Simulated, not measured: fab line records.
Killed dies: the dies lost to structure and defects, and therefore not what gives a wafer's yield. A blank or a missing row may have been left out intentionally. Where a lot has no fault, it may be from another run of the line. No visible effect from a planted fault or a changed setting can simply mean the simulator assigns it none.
Lot-split experiment / flow n5Finfet / 7 lots, 39 wafers read, on a route of 1938 steps

== ON THE SPLIT ==
At N5_BEOL_M11_PECVD_70 (deposits SiO2 from TEOS/O2, target thk 20 nm, time 22.7 s), the setting timeS was moved away from the recipe's 22.7 s on 9 of the 39 wafers read, by -34.2% to +27.8%. The other wafers ran this setting at the recipe's value.

== FROM THE SPLIT TO THE READING: what the file shows between them, 4 steps ==
- N5_BEOL_M11_HM_DEP_02: deposits TiN, target thk 20 nm
- N5_BEOL_M11_COAT_59: time 60 s, resist thk 100 nm
- N5_BEOL_M11_ECD_50: material Cu, target thk 318 nm
- N5_BEOL_M11_ANNEAL_51: time 90 s

== THE READING ==
barrierFieldEndpointS, in s, at N5_BEOL_M11_CMP_52 (polishes, stops on SiCOH lowk, t overpolish 7 s, target thk 140 nm). Typical for fault-free wafers on this fab line: 28.9 s, with standard deviation 0.75 s.

wafer=L079.1; tool, chamber at the split=pecvd-01, 0,2; timeS as run, s=22.7; against the recipe=recipe; barrierFieldEndpointS, s=29.2; against lot-mates on the recipe=-
wafer=L079.2; tool, chamber at the split=pecvd-01, 1; timeS as run, s=22.7; against the recipe=recipe; barrierFieldEndpointS, s=29.5; against lot-mates on the recipe=-
wafer=L079.3; tool, chamber at the split=pecvd-01, 2; timeS as run, s=22.7; against the recipe=recipe; barrierFieldEndpointS, s=29.8; against lot-mates on the recipe=-
wafer=L079.4; tool, chamber at the split=pecvd-01, 0; timeS as run, s=22.7; against the recipe=recipe; barrierFieldEndpointS, s=29.2; against lot-mates on the recipe=-
wafer=L079.5; tool, chamber at the split=pecvd-01, 0,2; timeS as run, s=22.7; against the recipe=recipe; barrierFieldEndpointS, s=29.3; against lot-mates on the recipe=-
wafer=L079.6; tool, chamber at the split=pecvd-01, 1; timeS as run, s=22.7; against the recipe=recipe; barrierFieldEndpointS, s=29.2; against lot-mates on the recipe=-
wafer=L084.4; tool, chamber at the split=pecvd-01, 2; timeS as run, s=22.7; against the recipe=recipe; barrierFieldEndpointS, s=29.6; against lot-mates on the recipe=-
wafer=L084.2; tool, chamber at the split=pecvd-01, 1; timeS as run, s=22.7; against the recipe=recipe; barrierFieldEndpointS, s=28.6; against lot-mates on the recipe=-
wafer=L084.5; tool, chamber at the split=pecvd-01, 0; timeS as run, s=22.7; against the recipe=recipe; barrierFieldEndpointS, s=29.0; against lot-mates on the recipe=-
wafer=L087.1; tool, chamber at the split=pecvd-01, 2; timeS as run, s=22.7; against the recipe=recipe; barrierFieldEndpointS, s=28.9; against lot-mates on the recipe=-
wafer=L087.3; tool, chamber at the split=pecvd-01, 0; timeS as run, s=22.7; against the recipe=recipe; barrierFieldEndpointS, s=29.0; against lot-mates on the recipe=-
wafer=L087.4; tool, chamber at the split=pecvd-01, 2,0; timeS as run, s=22.7; against the recipe=recipe; barrierFieldEndpointS, s=30.0; against lot-mates on the recipe=-
wafer=L087.2; tool, chamber at the split=pecvd-01, 1; timeS as run, s=22.7; against the recipe=recipe; barrierFieldEndpointS, s=28.6; against lot-mates on the recipe=-
wafer=L087.5; tool, chamber at the split=pecvd-01, 1; timeS as run, s=22.7; against the recipe=recipe; barrierFieldEndpointS, s=28.1; against lot-mates on the recipe=-
wafer=L087.6; tool, chamber at the split=pecvd-01, 2,0; timeS as run, s=22.7; against the recipe=recipe; barrierFieldEndpointS, s=29.2; against lot-mates on the recipe=-
wafer=L090.2; tool, chamber at the split=pecvd-04, 1,2; timeS as run, s=22.7; against the recipe=recipe; barrierFieldEndpointS, s=30.1; against lot-mates on the recipe=-
wafer=L090.1; tool, chamber at the split=pecvd-04, 0; timeS as run, s=22.7; against the recipe=recipe; barrierFieldEndpointS, s=29.1; against lot-mates on the recipe=-
wafer=L090.3; tool, chamber at the split=pecvd-04, 2; timeS as run, s=22.7; against the recipe=recipe; barrierFieldEndpointS, s=28.6; against lot-mates on the recipe=-
wafer=L090.4; tool, chamber at the split=pecvd-04, 1,2; timeS as run, s=22.7; against the recipe=recipe; barrierFieldEndpointS, s=29.8; against lot-mates on the recipe=-
wafer=L090.5; tool, chamber at the split=pecvd-04, 1,0; timeS as run, s=22.7; against the recipe=recipe; barrierFieldEndpointS, s=30.7; against lot-mates on the recipe=-
wafer=L090.6; tool, chamber at the split=pecvd-04, 1,0; timeS as run, s=22.7; against the recipe=recipe; barrierFieldEndpointS, s=29.4; against lot-mates on the recipe=-
wafer=L092.3; tool, chamber at the split=pecvd-02, 2; timeS as run, s=22.7; against the recipe=recipe; barrierFieldEndpointS, s=29.2; against lot-mates on the recipe=-
wafer=L092.4; tool, chamber at the split=pecvd-02, 1; timeS as run, s=29; against the recipe=+27.8%; barrierFieldEndpointS, s=36.7; against lot-mates on the recipe=+7.8
wafer=L092.2; tool, chamber at the split=pecvd-02, 1; timeS as run, s=22.7; against the recipe=recipe; barrierFieldEndpointS, s=29.1; against lot-mates on the recipe=-
wafer=L092.1; tool, chamber at the split=pecvd-02, 0; timeS as run, s=22.7; against the recipe=recipe; barrierFieldEndpointS, s=28.4; against lot-mates on the recipe=-
wafer=L092.6; tool, chamber at the split=pecvd-02, 0; timeS as run, s=29; against the recipe=+27.8%; barrierFieldEndpointS, s=35.8; against lot-mates on the recipe=+6.9
wafer=L092.5; tool, chamber at the split=pecvd-02, 2; timeS as run, s=29; against the recipe=+27.8%; barrierFieldEndpointS, s=36.7; against lot-mates on the recipe=+7.8
wafer=L094.2; tool, chamber at the split=pecvd-01, 1; timeS as run, s=22.7; against the recipe=recipe; barrierFieldEndpointS, s=28.6; against lot-mates on the recipe=-
wafer=L094.3; tool, chamber at the split=pecvd-01, 2; timeS as run, s=14.93; against the recipe=-34.2%; barrierFieldEndpointS, s=20.4; against lot-mates on the recipe=-8.7
wafer=L094.1; tool, chamber at the split=pecvd-01, 0; timeS as run, s=14.93; against the recipe=-34.2%; barrierFieldEndpointS, s=20.2; against lot-mates on the recipe=-8.9
wafer=L094.4; tool, chamber at the split=pecvd-01, 0; timeS as run, s=14.93; against the recipe=-34.2%; barrierFieldEndpointS, s=21.2; against lot-mates on the recipe=-7.9
wafer=L094.6; tool, chamber at the split=pecvd-01, 2; timeS as run, s=22.7; against the recipe=recipe; barrierFieldEndpointS, s=29.9; against lot-mates on the recipe=-
wafer=L094.5; tool, chamber at the split=pecvd-01, 1; timeS as run, s=22.7; against the recipe=recipe; barrierFieldEndpointS, s=28.7; against lot-mates on the recipe=-
wafer=L096.3; tool, chamber at the split=pecvd-04, 0,2; timeS as run, s=28.06; against the recipe=+23.6%; barrierFieldEndpointS, s=35.2; against lot-mates on the recipe=+6.5
wafer=L096.4; tool, chamber at the split=pecvd-04, 0,2; timeS as run, s=28.06; against the recipe=+23.6%; barrierFieldEndpointS, s=34.7; against lot-mates on the recipe=+6.0
wafer=L096.1; tool, chamber at the split=pecvd-04, 2; timeS as run, s=22.7; against the recipe=recipe; barrierFieldEndpointS, s=28.4; against lot-mates on the recipe=-
wafer=L096.2; tool, chamber at the split=pecvd-04, 0; timeS as run, s=28.06; against the recipe=+23.6%; barrierFieldEndpointS, s=33.9; against lot-mates on the recipe=+5.2
wafer=L096.5; tool, chamber at the split=pecvd-04, 2; timeS as run, s=22.7; against the recipe=recipe; barrierFieldEndpointS, s=29.2; against lot-mates on the recipe=-
wafer=L096.6; tool, chamber at the split=pecvd-04, 0; timeS as run, s=22.7; against the recipe=recipe; barrierFieldEndpointS, s=28.6; against lot-mates on the recipe=-
The file does not say which wafer passed through which chamber wherever a row lists several chambers: such a row stands for several wafers.

FIT RESULTS
A straight line over all 39 wafers: barrierFieldEndpointS changes by +0.249 s for each +1% of timeS; r = +0.99; the points scatter about the line by 0.59 s.
The same after taking each lot's own level away (the mean of its wafers on the recipe; 39 wafers): +0.254 s for each +1%; r = +0.99; scatter 0.52 s.
According to that fit, moving timeS by its largest amount changes the reading by 8.7 s.
From 28.73 to 29.62 s: that is the span of the lots' own levels, equal to 1.2 times the standard deviation above.
The two slopes are in agreement: the lot-to-lot level therefore moves the slope only a little.
Check: with one of the wafers moved furthest among these (-34.2%) left out of the fit, the line predicts -8.66 s for it against its lot-mates. Against them it came out at -8.67 s.

== OTHER SPLITS APPLIED TO THESE WAFERS ==
Note: prior to the reading, these wafers also went through further splits. Each is held against what the fit with the lots' levels taken away leaves over:
other split on the same wafers=N5_BEOL_M2_TRENCH_ETCH_37 targetDepthA; wafers away from the commonest value=12; r with barrierFieldEndpointS (lot level and that fit taken away)=+0.22
other split on the same wafers=N5_BEOL_M8_CVD_78 targetThkA; wafers away from the commonest value=18; r with barrierFieldEndpointS (lot level and that fit taken away)=-0.02

== THE WHOLE CHAIN: every reading that the file lists as answering this split, in the file's order ==
step=N5_BEOL_M11_PECVD_70; what it does=deposits SiO2 from TEOS/O2, target thk 20 nm, time 22.7 s; reading=SiO2_of_BEOL_M11_PECVD_70.thkNm (the simulator's own value, which no gauge read); change (the file's fit)=+0.198 nm for each +1% of the setting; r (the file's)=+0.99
step=N5_BEOL_M11_CMP_52; what it does=polishes, stops on SiCOH lowk, t overpolish 7 s, target thk 140 nm; reading=barrierFieldEndpointS; change (the file's fit)=+0.255 s for each +1% of the setting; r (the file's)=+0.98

== THE FILE'S OWN FIT ==
barrierFieldEndpointS changes by +0.255 s for each +1% of timeS, r = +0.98.
